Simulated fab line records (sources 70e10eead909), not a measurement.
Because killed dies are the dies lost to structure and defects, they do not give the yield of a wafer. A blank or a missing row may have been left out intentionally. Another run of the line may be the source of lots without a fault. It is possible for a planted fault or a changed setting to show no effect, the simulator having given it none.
A lot that was struck, set against a sound lot -- flow nand-harc -- 22 steps out of a route of 1159
Sound: these wafers, L834.3, L834.4, L834.5. Wafers L845.2, L845.3, L845.6 were the ones struck. At the end, the cause is stated.
Order at every step that has rows: each side's tool, ch and its chambers, its first start. Under that, the readings that differ: sound wafers -- struck wafers -- difference of the means -- sigmas: that difference in standard deviations of wafers without a fault.
alike: a reading whose means differ by less than 2 such deviations, as well as words and numbers matching on both sides. not compared: withheld readings; readings where some wafer has no value; bounds like >300 that might hide an equal value; numbers whose values overlap and for which the record gives no deviation.
The two part at a step that has a row with sigmas, a row that says differs or no value, or rows on one side only. Numbers that don't overlap but have no deviation are shown without sigmas and don't part them. A reading that every wafer of one side lacks parts them only if that side has two wafers or more.

NHARC_A_BLC_CVD_24: deposits W, target thk 150 nm, time 434 s.
  sound on cvd-w-01 ch 0,1; struck on cvd-w-01 ch 0,1
  alike: heater-power-w, throttle-valve-pct
NHARC_A_BLC_CMP_25: polishes, t overpolish 30 s, target thk 150 nm.
  sound on cmp-03 ch 0,1, day 17 16:29; struck on cmp-03 ch 1,3, day 20 09:10
  alike: motor-current-A, overpolish-run-s, time-to-endpoint-s
then, 1 step without rows for these wafers: NHARC_A_BLC_SRD_27.
NHARC_A_BLC_INSPECT_28:
  sound on defect-inspect-02 at day 17 16:53; struck on defect-inspect-01 at day 20 09:34
  alike: raw-defect-count
then, 7 steps without rows for these wafers: NHARC_A_M0_DEP_00 (deposits SiOC, target thk 150 nm); NHARC_A_M0_DEHYDRATE_01 (time 120 s); NHARC_A_M0_HMDS_02 (time 30 s); NHARC_A_M0_COAT_33 (time 65 s); NHARC_A_M0_COAT_03 (resist thk 90 nm); NHARC_A_M0_SOFTBAKE_04 (time 55 s); NHARC_A_M0_EBR_05.
NHARC_A_M0_EXPOSE_06: exposes mask A M0, target cd 80 nm.
  sound on arfi-scanner-02 ch 0, day 17 17:32; struck on arfi-scanner-02 ch 0, day 20 10:22
reading,sound,struck,difference,sigmas
exposure-dose-mJ-cm2,83.3 83.2 83.2,86.7 86.5 86.4,+3.3,+6
  alike: mask
then, 2 steps without rows for these wafers: NHARC_A_M0_PEB_07 (peb time 65 s); NHARC_A_M0_DEVELOP_08 (develop time 35 s).
NHARC_A_M0_CD_MEAS_09: target cd 80 nm.
  sound on cd-sem-01 ch 0, day 17 17:40; struck on cd-sem-03 ch 0, day 20 10:31
reading,sound,struck,difference,sigmas
cd-nm (nm),80.9 80.8 81.2,82.8 82.6 81.6,+1.4,+2
NHARC_A_M0_OVL_MEAS_10: pitch 160 nm.
  sound on overlay-01 at day 17 17:46; struck on overlay-02 at day 20 10:35
  alike: overlay-x-nm, overlay-y-nm
NHARC_A_M0_INSPECT_11:
  sound on defect-inspect-02 at day 17 17:47; struck on defect-inspect-02 at day 20 10:38
  alike: raw-defect-count
NHARC_A_M0_DESCUM_14: chemistry O2, time 3 s.
  sound on rie-diel-12 ch 1,2,3, day 17 17:52; struck on rie-diel-12 ch 0,3, day 20 10:42
reading,sound,struck,difference,sigmas
model.A_M0.cd-nm (nm),80.79 80.89 81.28,82.98 82.75 82.2,+1.66,
  alike: drypump-motor-current-A, oes-product-au, rf-vpp-V, showerhead-plenum-p-Torr, throttle-valve-pct
  not compared: rf-hours-counter-h
NHARC_A_M0_ETCH_34: etches the open film in N2/H2, target depth 40 nm, overetch 12 nm, time 43.94 s.
  sound on rie-diel-12 ch 0,1,2, day 17 17:57; struck on rie-diel-12 ch 0,1, day 20 10:47
  alike: drypump-motor-current-A, oes-product-au, rf-vpp-V, showerhead-plenum-p-Torr, throttle-valve-pct
  not compared: rf-hours-counter-h
NHARC_A_M0_ETCH_15: etches the open film in C4F8/Ar, target depth 150 nm, overetch 15 nm, time 82.5 s.
  sound on rie-diel-12 ch 0,1; struck on rie-diel-12 ch 0,1,3
reading,sound,struck,difference,sigmas
model.A_M0.cd-nm (nm),80.98 80.71 81.72,83.02 82.92 82.33,+1.62,
  alike: oes-product-au, rf-vpp-V
  not compared: rf-hours-counter-h
NHARC_A_M0_CD_MEAS_16:
  sound on cd-sem-02 at day 17 18:10; struck on cd-sem-02 at day 20 11:02
reading,sound,struck,difference,sigmas
cd-nm (nm),81.2 80.8 81.7,83.1 82.9 82.1,+1.5,+2
then, 1 step without rows for these wafers: NHARC_END_SORT_01.

## WHERE THEY PART
Earliest at NHARC_A_M0_EXPOSE_06; latest, in this record, at NHARC_A_M0_CD_MEAS_16.

WHY: whatever the simulator had introduced
Process parameters drifting: arfi-scanner-02 at NHARC_A_M0_EXPOSE_06, beginning at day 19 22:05. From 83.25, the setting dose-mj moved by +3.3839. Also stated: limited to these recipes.
